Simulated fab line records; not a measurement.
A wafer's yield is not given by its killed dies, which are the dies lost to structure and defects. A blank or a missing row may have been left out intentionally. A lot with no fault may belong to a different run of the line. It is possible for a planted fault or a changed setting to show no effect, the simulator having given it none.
The tool behind it: which one? + flow n5-finfet + 39 wafers from 13 lots sampled at 4 of the route's 1938 steps

## WHAT THE GAUGES READ, wafer by wafer
N5_MOL_CONTACT_COAG_INSPECT_42: inspects for defects (brightfield).
| lot  | measured     | on                | raw-defect-count |
|------|--------------|-------------------|------------------|
| L468 | day 5 10:09  | defect-inspect-01 | 347 228 266      |
| L470 | day 5 18:31  | defect-inspect-01 | 204 227 266      |
| L471 | day 6 03:28  | defect-inspect-01 | 210 163 272      |
| L472 | day 6 07:52  | defect-inspect-01 | 324 213 328      |
| L473 | day 6 11:44  | defect-inspect-02 | 172 177 164      |
| L474 | day 6 14:52  | defect-inspect-02 | 146 161 107      |
| L475 | day 6 23:55  | defect-inspect-02 | 223 169 242      |
| L477 | day 7 14:14  | defect-inspect-01 | 224 306 254      |
| L481 | day 8 13:35  | defect-inspect-01 | 228 225 216      |
| L483 | day 8 21:37  | defect-inspect-02 | 158 166 263      |
| L485 | day 9 07:34  | defect-inspect-02 | 201 273 227      |
| L489 | day 10 17:21 | defect-inspect-01 | 151 210 165      |
| L490 | day 10 20:43 | defect-inspect-01 | 171 253 160      |

## EACH LOT AND THE TOOL THAT RAN IT (in order: tool; ch and the chambers of the sampled wafers; start)
| lot  | N5_MOL_CONTACT_COAG_PRE_CLEAN_142 | N5_MOL_CONTACT_COAG_ALD_123      | N5_MOL_CONTACT_COAG_COAT_62       |
|------|-----------------------------------|----------------------------------|-----------------------------------|
| L468 | pvd-sputter-03, day 5 04:53       | ald-sin-03 ch 0,1,3, day 5 07:53 | litho-track-04 ch 0, day 5 09:46  |
| L470 | pvd-sputter-03, day 5 13:06       | ald-sin-03 ch 1,3, day 5 16:14   | litho-track-04 ch 0, day 5 18:08  |
| L471 | pvd-sputter-01, day 5 21:52       | ald-sin-03 ch 1,2,3, day 6 00:59 | litho-track-01 ch 0, day 6 02:59  |
| L472 | pvd-sputter-01, day 6 02:31       | ald-sin-04 ch 1,2,3, day 6 05:33 | litho-track-04 ch 0, day 6 07:30  |
| L473 | pvd-sputter-03, day 6 06:26       | ald-sin-01 ch 0,1, day 6 09:26   | litho-track-04 ch 0, day 6 11:22  |
| L474 | pvd-sputter-02, day 6 09:27       | ald-sin-03 ch 0,2,3, day 6 12:25 | litho-track-03 ch 0, day 6 14:22  |
| L475 | pvd-sputter-01, day 6 17:52       | ald-sin-04 ch 0,1,2, day 6 20:50 | litho-track-03 ch 0, day 6 23:32  |
| L477 | pvd-sputter-01, day 7 08:38       | ald-sin-03 ch 2,3, day 7 12:02   | litho-track-01 ch 0, day 7 13:52  |
| L481 | pvd-sputter-02, day 8 07:55       | ald-sin-01 ch 0,1,2, day 8 11:03 | litho-track-03 ch 0, day 8 13:06  |
| L483 | pvd-sputter-02, day 8 14:46       | ald-sin-03 ch 0,2,3, day 8 19:26 | litho-track-03 ch 0, day 8 21:14  |
| L485 | pvd-sputter-02, day 9 01:49       | ald-sin-04 ch 0,2, day 9 05:07   | litho-track-03 ch 0, day 9 07:05  |
| L489 | pvd-sputter-01, day 10 10:20      | ald-sin-01 ch 2,3, day 10 14:49  | litho-track-01 ch 0, day 10 16:58 |
| L490 | pvd-sputter-01, day 10 14:42      | ald-sin-01 ch 0,2, day 10 18:01  | litho-track-01 ch 0, day 10 20:13 |
- N5_MOL_CONTACT_COAG_PRE_CLEAN_142: time 60 s.
- N5_MOL_CONTACT_COAG_ALD_123: deposits SiNx, target thk 5 nm, pulse time 1 s, purge time 2 s.
- N5_MOL_CONTACT_COAG_COAT_62: time 60 s, resist thk 60 nm.

## WHAT THE TOOLS THEMSELVES READ (means of the sampled wafers that have a number; where no wafer has one, the mark that the record gives instead)
N5_MOL_CONTACT_COAG_PRE_CLEAN_142.
| lot  | tool           | heater-power-w (W) |
|------|----------------|--------------------|
| L468 | pvd-sputter-03 | 490                |
| L470 | pvd-sputter-03 | 466                |
| L471 | pvd-sputter-01 | 405                |
| L472 | pvd-sputter-01 | 407                |
| L473 | pvd-sputter-03 | 488                |
| L474 | pvd-sputter-02 | 514                |
| L475 | pvd-sputter-01 | 406                |
| L477 | pvd-sputter-01 | 405                |
| L481 | pvd-sputter-02 | 499                |
| L483 | pvd-sputter-02 | 480                |
| L485 | pvd-sputter-02 | 480                |
| L489 | pvd-sputter-01 | 438                |
| L490 | pvd-sputter-01 | 370                |

N5_MOL_CONTACT_COAG_ALD_123.
| lot  | tool       | heater-power-w (W) | precursor-pulse-height-rel |
|------|------------|--------------------|----------------------------|
| L468 | ald-sin-03 | 855                | 1.014                      |
| L470 | ald-sin-03 | 800                | 1.003                      |
| L471 | ald-sin-03 | 855                | 1.002                      |
| L472 | ald-sin-04 | 838                | 1.011                      |
| L473 | ald-sin-01 | 930                | 0.997                      |
| L474 | ald-sin-03 | 885                | 1.004                      |
| L475 | ald-sin-04 | 803                | 0.977                      |
| L477 | ald-sin-03 | 905                | 0.975                      |
| L481 | ald-sin-01 | 969                | 1.012                      |
| L483 | ald-sin-03 | 891                | 0.991                      |
| L485 | ald-sin-04 | 800                | 1.000                      |
| L489 | ald-sin-01 | 808                | 1.006                      |
| L490 | ald-sin-01 | 977                | 0.997                      |

N5_MOL_CONTACT_COAG_COAT_62.
| lot  | tool           | spin-speed-rpm (rpm) |
|------|----------------|----------------------|
| L468 | litho-track-04 | 1501.1               |
| L470 | litho-track-04 | 1499.2               |
| L471 | litho-track-01 | 1500.0               |
| L472 | litho-track-04 | 1499.1               |
| L473 | litho-track-04 | 1498.5               |
| L474 | litho-track-03 | 1500.0               |
| L475 | litho-track-03 | 1501.1               |
| L477 | litho-track-01 | 1499.9               |
| L481 | litho-track-03 | 1498.9               |
| L483 | litho-track-03 | 1580.3               |
| L485 | litho-track-03 | 1581.0               |
| L489 | litho-track-01 | 1500.2               |
| L490 | litho-track-01 | 1500.4               |

## THE ANSWER, worked out from the rows above alone
Rule: what is usual is taken from the lots themselves. Put in order of their means at a reading, lots are off if they are a third of the lots or fewer, leave a main group of 4 or more, and stand apart from it by a gap of 3 or more times the standard deviation of the main group's means; of several such gaps the widest counts. A main group is skipped when, at the precision printed for the reading in the tables above, its means are all equal. A lot without any number at a reading at which 4 lots or more have one is off too. Where the step has rows for the other lots, those lots are counted as sound. The gauges are gone through in route order, then the tools' own readings, and for those a lot's mean is taken as printed above. The first step at which some lot is off is used, and at that step the reading that is off furthest; a lot without a number counts as furthest.
Off: L483, L485 (N5_MOL_CONTACT_COAG_COAT_62, spin-speed-rpm). Mean 1499.9 rpm and standard deviation 0.82 in the main group.
A tool fits if, at that step or a process step before it, it ran every lot that is off, and no sound lot after the first of them. 2 tools fit, pvd-sputter-02 at N5_MOL_CONTACT_COAG_PRE_CLEAN_142 and litho-track-03 at N5_MOL_CONTACT_COAG_COAT_62, so this cannot tell which one it is.

## WHAT HAD BEEN PUT IN BY THE SIMULATOR
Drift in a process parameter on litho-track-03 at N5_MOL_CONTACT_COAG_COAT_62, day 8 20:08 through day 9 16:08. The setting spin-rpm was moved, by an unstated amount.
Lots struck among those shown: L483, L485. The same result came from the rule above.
